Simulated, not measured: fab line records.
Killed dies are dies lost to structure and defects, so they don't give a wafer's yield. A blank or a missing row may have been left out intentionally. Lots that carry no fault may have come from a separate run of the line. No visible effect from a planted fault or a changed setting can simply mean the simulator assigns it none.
A lot that was struck, set against a sound lot -- flow n5Finfet -- 14 steps out of a route of 1938
Sound: these wafers, L817.1, L817.3, L817.5. The struck wafers were L810.1, L810.3, L810.6. At the end, the cause is stated.
At each step with rows: each side's tool, then ch and its chambers, then its first start. Under that, the readings that differ: sound wafers -- struck wafers -- difference of the means -- sigmas: that difference in standard deviations of wafers without a fault.
alike: same words and numbers on both sides, and readings whose means sit less than 2 such deviations apart. not compared: any withheld reading, any reading some wafer has no value for, any bound like >300 that may hide the same value, and any number with overlapping values for which the record gives no deviation.
Wherever a step has rows on one side only, a row that says differs or no value, or a row with sigmas, the two part there. When numbers do not overlap yet have no deviation, they are printed without sigmas and do not part them. A reading missing from all wafers of one side parts the sides only when that side holds two or more wafers.

first, 10 steps without rows for these wafers: N5_FIN_SAQP_DESCUM_21 (chemistry O2, time 7.9 s); N5_FIN_SAQP_ETCH_51 (etches SiARC in CF4, target depth 45.5 nm, time 75.8 s); N5_FIN_SAQP_ETCH_52 (etches SOC in N2/H2, target depth 100 nm, overetch 20 nm, time 150 s); N5_FIN_SAQP_STRIP_53 (strips in N2/H2); N5_FIN_SAQP_HM_OPEN_73 (chemistry CHF3/O2, target SiO2, stops on a-Si, target depth 12 nm, time 16.8 s); N5_FIN_SAQP_STRIP_74 (strips in CHF3/O2); N5_FIN_SAQP_MANDREL_ETCH_22 (etches a-Si in HBr/Cl2, stops on SiNx, target depth 60 nm, bt time 10 s, time 30 s); N5_FIN_SAQP_STRIP_55 (strips in N2/H2); N5_FIN_SAQP_STRIP_23 (strips in SPM, time 750 s); N5_FIN_SAQP_SRD_66 (time 30 s).
N5_FIN_SAQP_RECESS_75: chemistry HF/NH3, target SiO2, target depth 14.4 nm, afs cycles 3, sublimation time 60 s.
  sound on vaporEtch-01 ch 0,1, day 6 18:29; struck on vaporEtch-01 ch 0,1, day 5 01:20
  no value came back on the struck wafers for afsCycles, drypumpMotorCurrentA (A), forelinePTorr (Torr); on the sound wafers afsCycles reads 3 3 3
reading,sound,struck,difference,sigmas
model.SiO2_of_FIN_SAQP_HM_DEP_72.thkNm (nm),0 0 0,12.12 11.96 12.28,+12.12,
then, 1 step without rows for these wafers: N5_FIN_SAQP_SPACER1_ALD_24 (deposits SiO2, target thk 20.3 nm, pulse time 1 s, purge time 2 s).
N5_BEOL_M4_RC_MEAS_101:
  the record has rows for the sound wafers here (prober-01 ch 0, day 15 03:50) and none for the struck ones
-- the record jumps here: 13 days lie between the struck wafers' starts before and after (it left off in module BEOL_M4 and takes up again in module PASSIVATION, whose first step shown is number 1936 of the route) --
N5_PASSIVATION_PROBE_49:
  rows exist in the record for the struck wafers here (prober-01, day 18 06:14), but not for the sound ones

## WHERE THEY PART
Earliest at N5_FIN_SAQP_RECESS_75; latest, in this record, at N5_PASSIVATION_PROBE_49.

WHY: what had been put in by the simulator
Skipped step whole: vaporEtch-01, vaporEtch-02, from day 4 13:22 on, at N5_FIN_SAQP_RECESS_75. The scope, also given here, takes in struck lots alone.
